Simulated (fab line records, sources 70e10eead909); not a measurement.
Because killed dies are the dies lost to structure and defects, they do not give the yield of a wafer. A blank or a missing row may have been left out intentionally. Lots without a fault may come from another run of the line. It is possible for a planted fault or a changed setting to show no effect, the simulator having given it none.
fab line records    flow nand_harc
record lots=5  wafers=15  last_day=32
route steps=1302 shown A_WL_FILL@956 END@1302
lots untouched by any fault: they come from a run of this same line in which no faults occurred
start_h: hours from the record's opening day to when the first of the lot's shown wafers began    wait_h: hours elapsed since this lot's preceding step    " as in the row above    L1.1+2: several wafers, shown together as one row    - no value present, or no start provided    * or withheld: withheld    < > ~ a bound
route shown NAME@n: a module of which the file shows steps, and the number in the route of the first    usual: average and standard deviation across the fault-free wafers    same: alike in all rows    chamber/n: place in a boat    sites: readings site by site    _std_site: standard deviation of those values    _edge_site: outer sites' mean less inner sites'    radius_mm: for every site, how far away it sits from the centre of the wafer    mask NAME#n: copy n    behind: the tool/chamber that last shaped the wafer    hold: the reason the lot was held/the length of the hold in hours/how it ended    device: transistor that didn't switch, given as n, p or np    end of line: the same wafers' tests at the end of the route    a step given without rows: its recipe and nothing more    killed: not the wafer's yield, but the dies lost to structure and defects at the first sort    map: a wafer's dies, x killed, . not, _ none there
set.NAME: setting as actually run; set.NAME@STEP: the setting as run at that earlier step    model.NAME: the simulator's own value behind a step, which no gauge read
certain route steps with their lots: each step a table, each wafer a row
services: a tool's chamber out of use, with start hour (start_h, from the record's first day; less than 0 if before it), hours out, and reason
## steps
# step NHARC_A_WL_FILL_CVD_03
# recipe target_thk_a=400  temp_c=300  pressure_torr=40  wf6_flow_sccm=40  h2_flow_sccm=1600  ar_flow_sccm=1560  time_s=279  material=W
# usual heater_power_w=479/21  throttle_valve_pct=8.08/0.23
lot.wafer  tool      chamber  start_h  wait_h  heater_power_w  throttle_valve_pct
L443.3     cvd_w-01  1        496.28   0.5     509             7.93
L443.6     "         0        "        "       487             8.00
L443.5     "         1        "        "       511             8.04
L447.2     cvd_w-01  0        519.56   0.1     472             7.81
L447.3     "         0        "        "       485             7.88
L447.6     "         1        "        "       495             7.95
L455.2     cvd_w-01  1        597.21   0.1     487             7.83
L455.1     "         0        "        "       451             8.14
L455.5     "         1        "        "       499             7.80
L456.2     cvd_w-02  0        597.26   0.1     463             8.44
L456.4     "         0        "        "       468             8.54
L456.5     "         1        "        "       496             8.06
L462.1     cvd_w-01  1        670.46   0.1     495             8.12
L462.6     "         1        "        "       494             7.66
L462.5     "         0        "        "       450             7.97
# step NHARC_A_WL_FILL_ETCHBACK_04
# recipe target_depth_a=600  time_s=120  chemistry=NF3
# usual drypump_motor_current_A=5.8/0.35  oes_product_au=1.000/0.0075
lot.wafer  tool          chamber  start_h  wait_h  drypump_motor_current_A  oes_product_au  rf_hours_counter_h
L443.3     rie_metal-03  1        496.57   0.2     6.5                      1.006           -
L443.6     "             1        "        "       6.4                      0.999           -
L443.5     "             0        "        "       5.7                      1.001           -
L447.2     rie_metal-01  1        519.93   0.3     5.7                      1.004           1.7
L447.3     "             0        "        "       5.8                      1.003           -
L447.6     "             0        "        "       5.8                      0.998           -
L456.2     rie_metal-02  0        597.58   0.3     5.4                      1.001           2.7
L456.4     "             1        "        "       5.6                      1.000           -
L456.5     "             0        "        "       5.5                      1.008           -
L455.2     rie_metal-01  1        597.58   0.3     5.8                      0.993           0.5
L455.1     "             0        "        "       5.8                      0.987           0.5
L455.5     "             1        "        "       5.8                      0.997           -
L462.1     rie_metal-03  0        670.87   0.4     5.7                      0.999           2.1
L462.5     "             1        "        "       6.5                      1.013           -
L462.6     "             0        "        "       5.7                      0.994           -
# step NHARC_A_WL_FILL_ETCHBACK_05
# recipe target_depth_a=220  time_s=60  temp_c=40  chemistry=Cl2/BCl3
# step NHARC_A_WL_FILL_STRIP_27
# recipe power_w=1500  temp_c=250  time_s=20  chemistry=N2/H2
# usual drypump_motor_current_A=5.8/0.38  heater_power_w=348/45
lot.wafer  tool             chamber  start_h  wait_h  drypump_motor_current_A  heater_power_w  rf_hours_counter_h
L443.3     plasma_asher-02  1        496.95   0.2     6.5                      282             -
L443.5     "                0        "        "       5.7                      311             -
L443.6     "                1        "        "       6.5                      270             -
L447.2     plasma_asher-02  1        520.40   0.2     6.5                      277             17
L447.3     "                0        "        "       5.7                      318             -
L447.6     "                1        "        "       6.5                      279             -
L456.2     plasma_asher-01  0        598.07   0.2     5.9                      363             15
L456.4     "                1        "        "       5.5                      394             -
L456.5     "                1        "        "       5.5                      403             -
L455.2     plasma_asher-02  0        598.17   0.3     5.7                      319             35
L455.1     "                1        "        "       6.5                      274             35
L455.5     "                1        "        "       6.5                      277             -
L462.1     plasma_asher-01  1        671.22   0.1     5.4                      398             29
L462.6     "                1        "        "       5.4                      390             -
L462.5     "                0        "        "       5.8                      359             -
# step NHARC_A_WL_FILL_STRIP_28
# recipe time_s=1200  temp_c=72.5  chemistry=post_etch_residue_remover
# step NHARC_A_WL_FILL_PRECLEAN_06
# recipe time_s=300  chemistry=DIW
# step NHARC_A_WL_FILL_SRD_07
# step NHARC_A_WL_FILL_ANNEAL_08
# recipe temp_c=450  time_s=1800
# step NHARC_A_WL_FILL_ALD_10
# recipe target_thk_a=500  pulse_time_s=10  ald_cycles=500  temp_c=300  material=SiO2
# usual heater_power_w=465/32  precursor_pulse_height_rel=0.998/0.02
lot.wafer  tool       chamber  start_h  wait_h  heater_power_w  precursor_pulse_height_rel
L443.3     ald_hk-01  0        503.87   1.1     494             0.991
L443.5     "          3        506.96   4.2     460             1.009
L443.6     "          0        507.99   5.2     497             1.040
L447.2     ald_hk-01  3        527.73   0.1     473             1.001
L447.3     "          2        529.26   1.6     502             0.978
L447.6     "          0        530.27   2.6     496             0.997
L455.2     ald_hk-04  3        602.97   0.1     456             0.983
L455.1     "          0        "        "       461             1.000
L455.5     "          3        605.03   2.1     459             0.991
L456.4     ald_hk-03  3        604.01   1.1     419             1.015
L456.2     "          0        "        "       556             0.957
L456.5     "          2        605.57   2.7     473             0.973
L462.1     ald_hk-04  2        677.65   1.1     431             1.002
L462.6     "          0        678.68   2.1     465             0.985
L462.5     "          1        "        "       437             0.995
# step NHARC_A_WL_FILL_ETCHBACK_16
# recipe target_depth_a=1200  time_s=24  c4f8_flow_sccm=withheld  o2_flow_sccm=8  ar_flow_sccm=withheld  rf_w=600  bias_w=800  chemistry=C4F8/O2/Ar
# usual oes_product_au=0.982/0.028  rf_vpp_V=722/5.8
lot.wafer  tool         chamber  start_h  wait_h  oes_product_au  rf_hours_counter_h  rf_vpp_V
L443.3     rie_diel-01  3        -        -       1.008           3.5                 728
L443.6     "            0        "        "       1.014           -                   722
L443.5     "            1        "        "       1.007           -                   727
L447.3     rie_diel-11  3        -        -       0.990           2.1                 731
L447.2     "            0        "        "       0.995           2.0                 720
L447.6     "            2        "        "       1.007           -                   716
L455.2     rie_diel-08  1        -        -       0.950           2.4                 717
L455.1     "            2        "        "       0.944           2.3                 716
L455.5     "            3        "        "       0.939           -                   716
L456.4     rie_diel-01  3        -        -       1.003           1.1                 727
L456.2     "            0        "        "       0.995           1.1                 722
L456.5     "            1        "        "       0.999           -                   727
L462.1     rie_diel-08  3        -        -       0.980           6.6                 717
L462.5     "            0        "        "       0.983           -                   727
L462.6     "            1        "        "       1.005           -                   716
# step NHARC_A_WL_FILL_STRIP_29
# recipe time_s=20  o2_flow_sccm=500  ar_flow_sccm=0  bias_w=0  chemistry=O2
# step NHARC_A_WL_FILL_ETCHBACK_17
# recipe target_depth_a=40  time_s=26.7  chemistry=Cl2/BCl3
# usual drypump_motor_current_A=5.8/0.35  oes_product_au=1.001/0.0071
lot.wafer  tool          chamber  start_h  wait_h  drypump_motor_current_A  oes_product_au  rf_hours_counter_h
L443.3     rie_metal-03  0        510.83   -       5.7                      0.995           -
L443.5     "             1        "        "       6.5                      0.988           -
L443.6     "             0        "        "       5.7                      1.004           -
L447.2     rie_metal-01  0        532.54   -       5.8                      1.002           2.0
L447.3     "             1        "        "       5.8                      0.993           -
L447.6     "             0        "        "       5.8                      1.008           -
L455.1     rie_metal-03  0        607.80   -       5.6                      1.206           1.6
L455.2     "             1        "        "       6.5                      1.010           1.6
L455.5     "             0        "        "       5.7                      1.206           -
L456.2     rie_metal-02  0        607.82   -       5.5                      0.996           3.0
L456.4     "             0        "        "       5.5                      1.007           -
L456.5     "             0        "        "       5.5                      1.001           -
L462.1     rie_metal-03  1        681.48   -       6.5                      1.012           2.6
L462.5     "             0        "        "       5.7                      0.997           -
L462.6     "             1        "        "       6.5                      1.008           -
# step NHARC_A_WL_FILL_PRECLEAN_18
# recipe time_s=30  chemistry=dHF
# step NHARC_END_SORT_01
# recipe temp_c=25
# usual killed_at_array=53/18  killed_at_other=0.9/1.3  killed_at_periphery=4/3.1  killed_dies=58/18  killed_open=3.4/2  killed_short=2.5/1.8
# same gross_dies=677
lot.wafer  tool       chamber  start_h  wait_h  killed_at_array  killed_at_other  killed_at_periphery  killed_dies  killed_open  killed_short
L443.3     prober-01  0        603.77   3.1     47               0                6                    53           4            4
L443.5     prober-01  0        605.38   3.7     42               1                4                    47           7            0
L443.6     prober-01  0        606.19   4.0     63               0                6                    69           3            3
L447.2     prober-02  0        613.04   2.8     35               0                3                    38           3            2
L447.3     prober-02  0        613.82   3.1     19               0                1                    20           1            2
L447.6     prober-02  0        616.18   3.9     30               2                0                    32           1            1
L455.1     prober-01  0        697.31   2.5     34               0                8                    42           6            1
L455.2     prober-01  0        698.11   2.8     44               1                12                   57           4            4
L455.5     prober-01  0        700.52   3.7     35               0                11                   46           1            1
L456.2     prober-02  0        698.11   2.8     54               0                2                    56           4            0
L456.4     prober-02  0        699.69   3.4     54               2                5                    61           5            3
L456.5     prober-02  0        700.48   3.7     59               0                2                    61           1            1
L462.1     prober-02  0        771.49   2.5     58               1                1                    60           3            2
L462.5     prober-02  0        774.64   3.7     55               0                6                    61           6            3
L462.6     prober-02  0        775.43   3.9     49               1                0                    50           2            1
# killed by level:class
L443.3 A_CHANNEL_HOLE_D2:chamber_film_flake=12 A_CHANNEL_HOLE_D1:chamber_film_flake=11 A_CONTACT:chamber_film_flake=9 A_STAIRCASE:chamber_film_flake=7 P_GATE:chamber_film_flake=3 P_CONTACT:geometric_particle:open=2 P_M0:geometric_particle:short=1 A_ONON_D1:geometric_particle:short=1
L443.5 A_CHANNEL_HOLE_D2:chamber_film_flake=15 A_CHANNEL_HOLE_D1:chamber_film_flake=12 A_SLIT:chamber_film_flake=3 A_BLC:geometric_particle:open=2 P_GATE:chamber_film_flake=2 A_CONTACT:chamber_film_flake=2 A_STAIRCASE:chamber_film_flake=2 P_CONTACT:geometric_particle:open=1
L443.6 A_CHANNEL_HOLE_D1:chamber_film_flake=27 A_CHANNEL_HOLE_D2:chamber_film_flake=24 A_STAIRCASE:chamber_film_flake=4 P_M1:chamber_film_flake=3 A_CHANNEL_FILL_D2:geometric_particle:open=2 P_GATE:chamber_film_flake=2 A_SLIT:chamber_film_flake=2 P_CONTACT:geometric_particle:open=1
L447.2 A_CHANNEL_HOLE_D2:chamber_film_flake=11 A_CHANNEL_HOLE_D1:chamber_film_flake=5 A_STAIRCASE:chamber_film_flake=4 A_SGD_CUT:chamber_film_flake=4 A_DECK1_JOINT:chamber_film_flake=3 A_CHANNEL_FILL_D2:chamber_film_flake=3 P_CONTACT:geometric_particle:open=1 A_CHANNEL_FILL_D2:geometric_particle:short=1
L447.3 A_CHANNEL_HOLE_D2:chamber_film_flake=7 A_CHANNEL_HOLE_D1:chamber_film_flake=3 A_CHANNEL_FILL_D2:chamber_film_flake=2 A_SGD_CUT:chamber_film_flake=2 P_CONTACT:geometric_particle:short=1 A_CHANNEL_FILL_D1:geometric_particle:open=1 A_CONTACT:geometric_particle:short=1 A_DECK1_JOINT:chamber_film_flake=1
L447.6 A_CHANNEL_HOLE_D2:chamber_film_flake=13 A_CHANNEL_HOLE_D1:chamber_film_flake=3 A_CONTACT:chamber_film_flake=3 A_CHANNEL_FILL_D1:chamber_film_flake=2 A_CHANNEL_FILL_D2:chamber_film_flake=2 A_SLIT:chamber_film_flake=2 THIN_TSV:chamber_film_flake=2 A_ONON_D1:geometric_particle:short=1
L455.1 A_CHANNEL_HOLE_D1:chamber_film_flake=19 P_CONTACT:chamber_film_flake=5 A_SLIT:chamber_film_flake=5 A_STAIRCASE:chamber_film_flake=4 P_GATE:geometric_particle:short=1 P_GATE:geometric_particle:open=1 P_CONTACT:geometric_particle:open=1 A_CHANNEL_HOLE_D1:geometric_particle:open=1
L456.2 A_SLIT:chamber_film_flake=24 A_CHANNEL_HOLE_D1:chamber_film_flake=10 A_CHANNEL_HOLE_D2:chamber_film_flake=8 A_CONTACT:chamber_film_flake=6 A_STAIRCASE:chamber_film_flake=2 A_CHANNEL_HOLE_D1:geometric_particle:open=1 A_DECK1_JOINT:geometric_particle:open=1 A_SGD_CUT:geometric_particle:open=1
L455.2 A_CHANNEL_HOLE_D1:chamber_film_flake=36 P_CONTACT:chamber_film_flake=9 A_ZERO_WELL:chamber_film_flake=2 P_M1:geometric_particle:open=1 P_M1:geometric_particle:short=1 A_SOURCE_PLATE:geometric_particle:open=1 A_CHANNEL_FILL_D1:geometric_particle:short=1 A_CHANNEL_FILL_D2:geometric_particle:open=1
L456.4 A_SLIT:chamber_film_flake=18 A_CHANNEL_HOLE_D1:chamber_film_flake=11 A_CHANNEL_HOLE_D2:chamber_film_flake=9 A_CONTACT:chamber_film_flake=9 A_CHANNEL_FILL_D1:chamber_film_flake=2 A_STAIRCASE:chamber_film_flake=2 P_STI:geometric_particle:short=1 P_GATE:geometric_particle:open=1
L456.5 A_SLIT:chamber_film_flake=22 A_CHANNEL_HOLE_D2:chamber_film_flake=19 A_CONTACT:chamber_film_flake=6 A_CHANNEL_HOLE_D1:chamber_film_flake=5 A_STAIRCASE:chamber_film_flake=4 A_CHANNEL_FILL_D1:chamber_film_flake=2 P_M1:geometric_particle:open=1 A_CHANNEL_FILL_D2:geometric_particle:short=1
L455.5 A_CHANNEL_HOLE_D1:chamber_film_flake=30 P_CONTACT:chamber_film_flake=10 A_SLIT:chamber_film_flake=2 P_M0:geometric_particle:open=1 A_SOURCE_PLATE:geometric_particle:short=1 A_STAIRCASE:chamber_film_flake=1 A_WL_FILL:chamber_film_flake=1
L462.1 A_CHANNEL_HOLE_D2:chamber_film_flake=17 A_CHANNEL_HOLE_D1:chamber_film_flake=15 A_SLIT:chamber_film_flake=15 A_STAIRCASE:chamber_film_flake=6 A_CHANNEL_HOLE_D2:geometric_particle:open=1 A_CHANNEL_FILL_D2:geometric_particle:short=1 A_SGD_CUT:geometric_particle:open=1 A_SGD_CUT:geometric_particle:short=1
L462.5 A_CHANNEL_HOLE_D2:chamber_film_flake=17 A_SLIT:chamber_film_flake=16 A_CHANNEL_HOLE_D1:chamber_film_flake=6 A_STAIRCASE:chamber_film_flake=5 P_CONTACT:geometric_particle:open=3 A_CHANNEL_FILL_D1:chamber_film_flake=3 A_CONTACT:chamber_film_flake=3 P_GATE:geometric_particle:short=1
L462.6 A_SLIT:chamber_film_flake=18 A_CHANNEL_HOLE_D2:chamber_film_flake=9 A_CHANNEL_HOLE_D1:chamber_film_flake=8 A_CONTACT:chamber_film_flake=6 A_CHANNEL_FILL_D2:chamber_film_flake=3 A_STAIRCASE:chamber_film_flake=2 A_DECK1_JOINT:geometric_particle:short=1 A_CHANNEL_FILL_D2:geometric_particle:open=1
## services
tool             chamber  start_h  hours  kind
rie_diel-01      3        474.94   6.9    repair
rie_diel-01      1        502.91   4.8    repair
rie_diel-01      1        516.74   14.3   repair
plasma_asher-01  -        519.00   9.0    pm
rie_metal-03     -        519.00   9.0    pm
rie_diel-01      2        526.54   5.2    repair
rie_diel-08      -        544.80   9.0    pm
cvd_w-01         -        547.36   13.0   pm
ald_hk-03        -        550.03   3.1    repair
ald_hk-01        -        552.15   0.6    repair
rie_diel-01      -        557.87   9.0    pm
rie_metal-02     1        563.79   7.0    repair
ald_hk-03        -        568.00   10.0   pm
rie_metal-01     -        575.11   9.0    pm
plasma_asher-02  -        585.82   4.3    repair
plasma_asher-01  -        594.24   2.0    repair
plasma_asher-02  -        603.60   9.0    pm
ald_hk-04        -        614.01   10.0   pm
rie_diel-11      -        619.05   9.0    pm
ald_hk-03        -        622.27   1.3    repair
rie_metal-01     0        630.73   3.7    repair
rie_metal-02     -        631.00   9.0    pm
cvd_w-02         -        631.16   13.0   pm
rie_diel-11      3        668.51   6.2    repair
## key
first_sign step=NHARC_A_WL_FILL_ETCHBACK_17  reading=oes_product_au  direction=up  sigmas=29  usual=1.001  struck=1.206
effect none on later readings
met_at NHARC_A_WL_FILL_ETCHBACK_17
struck_wafers L455.1,L455.5
tester_left_out L455
onset_between 510.83 607.80
fault kind=process_parameter_drift  tool=rie_metal-03  chamber=-  onset_h=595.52  steps=NHARC_A_WL_FILL_ETCHBACK_17  channel=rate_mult  offset=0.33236  shape=step  end_h=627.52  scope=struck_wafers_only
# tester_left_out: of these lots the tester's yield and bins aren't shown, on N5 and GAA mostly nor the transistor test; their killed dies are dies lost to structure and defects alone, not to doping, threshold or leakage, so they don't give the yield
